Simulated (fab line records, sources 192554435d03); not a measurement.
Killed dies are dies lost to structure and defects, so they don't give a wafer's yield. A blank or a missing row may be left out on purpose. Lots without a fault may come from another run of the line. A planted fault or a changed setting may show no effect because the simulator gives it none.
Tool commonality check | flow n5_finfet | 13 lots, 39 wafers sampled

WHY IT WAS OPENED
At N5_GATE_CUT_CD_MEAS_13 the reading cd_nm is flagged on 2 of 13 lots. Wafers without a fault read 19.95 nm, standard deviation 0.29.
Rule: a lot is flagged when every wafer of it that has a number lies more than 4 standard deviations from that mean, or none has a number. The other lots count as sound.

lot  | measured    | on        | cd_nm (nm), wafer by wafer | flag
L374 | day 4 15:34 | cd_sem-03 | 19.34 20.06 20.06          |
L375 | day 4 20:36 | cd_sem-03 | 20.24 20.30 20.28          |
L376 | day 5 04:32 | cd_sem-02 | 20.94 20.22 20.37          |
L377 | day 5 11:40 | cd_sem-01 | 19.87 20.04 19.99          |
L378 | day 5 15:01 | cd_sem-01 | 26.33 26.31 26.42          | FLAGGED
L379 | day 5 18:51 | cd_sem-02 | 24.88 25.30 25.23          | FLAGGED
L380 | day 5 22:49 | cd_sem-02 | 20.02 19.87 19.85          |
L381 | day 6 08:59 | cd_sem-01 | 19.38 19.70 19.89          |
L388 | day 8 02:16 | cd_sem-03 | 19.92 20.04 20.09          |
L391 | day 8 17:17 | cd_sem-02 | 19.86 19.86 19.91          |
L392 | day 9 05:04 | cd_sem-01 | 20.03 19.68 19.49          |
L393 | day 9 07:55 | cd_sem-03 | 20.09 20.20 20.22          |
L394 | day 9 14:12 | cd_sem-02 | 19.53 19.72 19.69          |
The numbers of the flagged lots are 25.75 nm on average: +5.80 nm against the usual, or +20 standard deviations.

WHICH TOOL RAN EACH LOT
The record holds 3 process steps before the reading, out of a route of 1938 steps. In each cell: the tool, then ch and the chambers that the sampled wafers went through, then the start.
lot  | flag    | N5_GATE_CUT_ETCHBACK_30          | N5_GATE_CUT_VAPOR_ETCH_60        | N5_GATE_CUT_EXPOSE_10
L374 |         | rie_metal-03 ch 0,1, day 4 11:53 | rie_metal-03 ch 0,1, day 4 11:55 | euv_scanner-02 ch 0, day 4 15:26
L375 |         | rie_metal-02 ch 0,1, day 4 13:29 | rie_metal-02 ch 0,1, day 4 13:31 | euv_scanner-02 ch 0, day 4 20:29
L376 |         | rie_metal-01 ch 0,1, day 5 00:38 | rie_metal-01 ch 0,1, day 5 00:40 | euv_scanner-02 ch 0, day 5 04:23
L377 |         | rie_metal-02 ch 0,1, day 5 08:14 | rie_metal-02 ch 0,1, day 5 08:16 | euv_scanner-02 ch 0, day 5 11:32
L378 | FLAGGED | rie_metal-01 ch 0,1, day 5 11:40 | rie_metal-01 ch 0,1, day 5 11:42 | euv_scanner-02 ch 0, day 5 14:53
L379 | FLAGGED | rie_metal-01 ch 0,1, day 5 15:31 | rie_metal-01 ch 0,1, day 5 15:32 | euv_scanner-02 ch 0, day 5 18:43
L380 |         | rie_metal-03 ch 0,1, day 5 19:22 | rie_metal-03 ch 0,1, day 5 19:23 | euv_scanner-01 ch 0, day 5 22:41
L381 |         | rie_metal-01 ch 0,1, day 6 05:18 | rie_metal-01 ch 0,1, day 6 05:20 | euv_scanner-01 ch 0, day 6 08:52
L388 |         | rie_metal-03 ch 1, day 7 22:50   | rie_metal-03 ch 1, day 7 22:54   | euv_scanner-01 ch 0, day 8 02:08
L391 |         | rie_metal-01 ch 0,1, day 8 12:34 | rie_metal-01 ch 0,1, day 8 12:36 | euv_scanner-01 ch 0, day 8 17:10
L392 |         | rie_metal-02 ch 0,1, day 9 01:38 | rie_metal-02 ch 0,1, day 9 01:40 | euv_scanner-01 ch 0, day 9 04:56
L393 |         | rie_metal-01 ch 0,1, day 9 04:24 | rie_metal-01 ch 0,1, day 9 04:26 | euv_scanner-01 ch 0, day 9 07:47
L394 |         | rie_metal-02 ch 0,1, day 9 09:39 | rie_metal-02 ch 0,1, day 9 09:41 | euv_scanner-01 ch 0, day 9 14:04
What these steps do:
- N5_GATE_CUT_ETCHBACK_30: etches TiN in Cl2/Ar, target depth 3 nm.
- N5_GATE_CUT_VAPOR_ETCH_60: etches HfO2 in BCl3/Cl2.
- N5_GATE_CUT_EXPOSE_10: exposes mask GATE CUT, target cd 20 nm.
- N5_GATE_CUT_CD_MEAS_13: target cd 20 nm.

FLAGGED OVER TOTAL, TOOL BY TOOL (the gauges that took the reading come last)
step                      | tool           | lots run | flagged | share of the flagged lots | sound lots run after its first flagged lot
N5_GATE_CUT_ETCHBACK_30   | rie_metal-01   | 6        | 2       | all                       | 3 (L381,L391,L393)
N5_GATE_CUT_ETCHBACK_30   | rie_metal-02   | 4        | 0       | none                      | -
N5_GATE_CUT_ETCHBACK_30   | rie_metal-03   | 3        | 0       | none                      | -
N5_GATE_CUT_VAPOR_ETCH_60 | rie_metal-01   | 6        | 2       | all                       | 3 (L381,L391,L393)
N5_GATE_CUT_VAPOR_ETCH_60 | rie_metal-02   | 4        | 0       | none                      | -
N5_GATE_CUT_VAPOR_ETCH_60 | rie_metal-03   | 3        | 0       | none                      | -
N5_GATE_CUT_EXPOSE_10     | euv_scanner-01 | 7        | 0       | none                      | -
N5_GATE_CUT_EXPOSE_10     | euv_scanner-02 | 6        | 2       | all                       | 0
N5_GATE_CUT_CD_MEAS_13    | cd_sem-01      | 4        | 1       | some                      | 2 (L381,L392)
N5_GATE_CUT_CD_MEAS_13    | cd_sem-02      | 5        | 1       | some                      | 3 (L380,L391,L394)
N5_GATE_CUT_CD_MEAS_13    | cd_sem-03      | 4        | 0       | none                      | -

WHAT THE TABLE ALLOWS
3 rows of the table ran every flagged lot: rie_metal-01 at N5_GATE_CUT_ETCHBACK_30, rie_metal-01 at N5_GATE_CUT_VAPOR_ETCH_60, euv_scanner-02 at N5_GATE_CUT_EXPOSE_10.
- rie_metal-01 at N5_GATE_CUT_ETCHBACK_30: 2 of its 6 lots flagged. Sound lots ran on it after the first flagged one (L381, L391, L393), which a lasting fault on the whole tool wouldn't allow.
- rie_metal-01 at N5_GATE_CUT_VAPOR_ETCH_60: 2 of its 6 lots flagged. Sound lots ran on it after the first flagged one (L381, L391, L393), which a lasting fault on the whole tool wouldn't allow.
- euv_scanner-02 at N5_GATE_CUT_EXPOSE_10: 2 of its 6 lots flagged. Its last sound lot is L377 (day 5 11:32), its first flagged lot L378 (day 5 14:53): a fault that began between those two fits. Its own readings lie more than 4 standard deviations out on every wafer of the flagged lots: exposure_dose_mJ_cm2.
One tool is left: euv_scanner-02 at N5_GATE_CUT_EXPOSE_10.

WHAT THE SIMULATOR HAD PUT IN
Process parameter drift: euv_scanner-02, from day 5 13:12 on, at N5_GATE_CUT_EXPOSE_10. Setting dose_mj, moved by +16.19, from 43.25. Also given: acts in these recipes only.
Lots struck among those shown: L378, L379. The rule above found the same.
